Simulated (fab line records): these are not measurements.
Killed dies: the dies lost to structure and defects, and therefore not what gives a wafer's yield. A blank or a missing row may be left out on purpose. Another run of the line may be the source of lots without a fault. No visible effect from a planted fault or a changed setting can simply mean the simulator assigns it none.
Struck lot and sound lot, side by side	flow nandHarc	18 steps out of a route of 1302
Sound: these wafers, L229.3, L229.5, L229.6. The struck wafers were L246.1, L246.3, L246.6. Last of all comes the cause.
For every step that has rows: the tool of each side, followed by ch and its chambers, followed by its first start. Under that, the readings that differ: sound wafers	struck wafers	difference of the means	sigmas: that difference in standard deviations of wafers without a fault.
alike: readings whose means differ by less than 2 such deviations, and words and numbers that are the same on both sides. not compared: withheld readings, readings that some wafer has no value for, bounds like >300 that may hide the same value, and numbers for which the record gives no deviation and whose values overlap.
The two part at a step that has a row with sigmas, a row that says differs or no value, or rows on one side only. Numbers that have no deviation but don't overlap get no sigmas and don't part them. A reading missing from all wafers of one side parts the sides only when that side holds two or more wafers.

NHARC_A_M1_PRE_CLEAN_32: time 12 s.
  sound on pecvd-02 ch 0,1, day 24 04:25; struck on pecvd-02 ch 0,1, day 30 22:04
  alike: heaterPowerW
NHARC_A_M1_DEP_33: deposits SiCN, target thk 30 nm.
  sound on pecvd-02 ch 0,1, day 24 04:30; struck on pecvd-02 ch 0,1, day 30 22:08
  alike: heaterPowerW
NHARC_A_BONDPAD_DEP_00: deposits SiCN, target thk 250 nm.
  sound on pecvd-04 ch 0,2, day 24 05:08; struck on pecvd-01 ch 0,1, day 30 22:41
  alike: heaterPowerW
NHARC_A_BONDPAD_CMP_29: polishes SiCN, target thk 200 nm.
  sound on cmp-02 ch 0,2,3, day 24 05:32; struck on cmp-04 ch 1,3, day 30 23:08
  alike: edgeZonePressureFrac, motorCurrentA
NHARC_A_BONDPAD_THK_MEAS_30: measures by ellipsometry.
  struck on filmMetro-01, day 30 23:21; sound on filmMetro-01, day 24 05:42
  alike: thkNm
then, 7 steps without rows for these wafers: NHARC_A_BONDPAD_SRD_31; NHARC_A_BONDPAD_DEHYDRATE_01 (time 120 s); NHARC_A_BONDPAD_HMDS_02 (time 30 s); NHARC_A_BONDPAD_COAT_33 (time 65 s); NHARC_A_BONDPAD_COAT_03 (resist thk 600 nm); NHARC_A_BONDPAD_SOFTBAKE_04 (time 70 s); NHARC_A_BONDPAD_EBR_05.
NHARC_A_BONDPAD_EXPOSE_06: exposes mask A BPAD.
  sound on krfScanner-04 ch 0, day 24 06:08; struck on krfScanner-04 ch 0, day 30 23:46
reading	sound	struck	difference	sigmas
model.A_BONDPAD.overlayXNm (nm)	-5.654 -5.654 -5.654	29.81 29.81 29.81	+35.46	
  alike: mask
then, 2 steps without rows for these wafers: NHARC_A_BONDPAD_PEB_07 (peb time 80 s); NHARC_A_BONDPAD_DEVELOP_08 (time 50 s).
NHARC_A_BONDPAD_CD_MEAS_09: the cd target is 500 nm.
  sound on cdSem-02 ch 0, day 24 06:16; struck on cdSem-02 ch 0, day 30 23:55
  alike: cdNm
NHARC_A_BONDPAD_OVL_MEAS_35:
  struck on overlay-01, day 31 00:10; sound on overlay-01, day 24 06:22
reading	sound	struck	difference	sigmas
overlayXNm (nm)	-6 -6 -5	30 30 30	+36	+6
  alike: overlayYNm
  not compared: hold
NHARC_END_SORT_01:
  only the struck wafers appear in the record here, on prober-01 ch 0 at day 32 21:10; the sound ones have no rows

## WHERE THEY PART
Earliest at NHARC_A_BONDPAD_OVL_MEAS_35; latest, in this record, at NHARC_END_SORT_01.

WHY: the cause the simulator had injected
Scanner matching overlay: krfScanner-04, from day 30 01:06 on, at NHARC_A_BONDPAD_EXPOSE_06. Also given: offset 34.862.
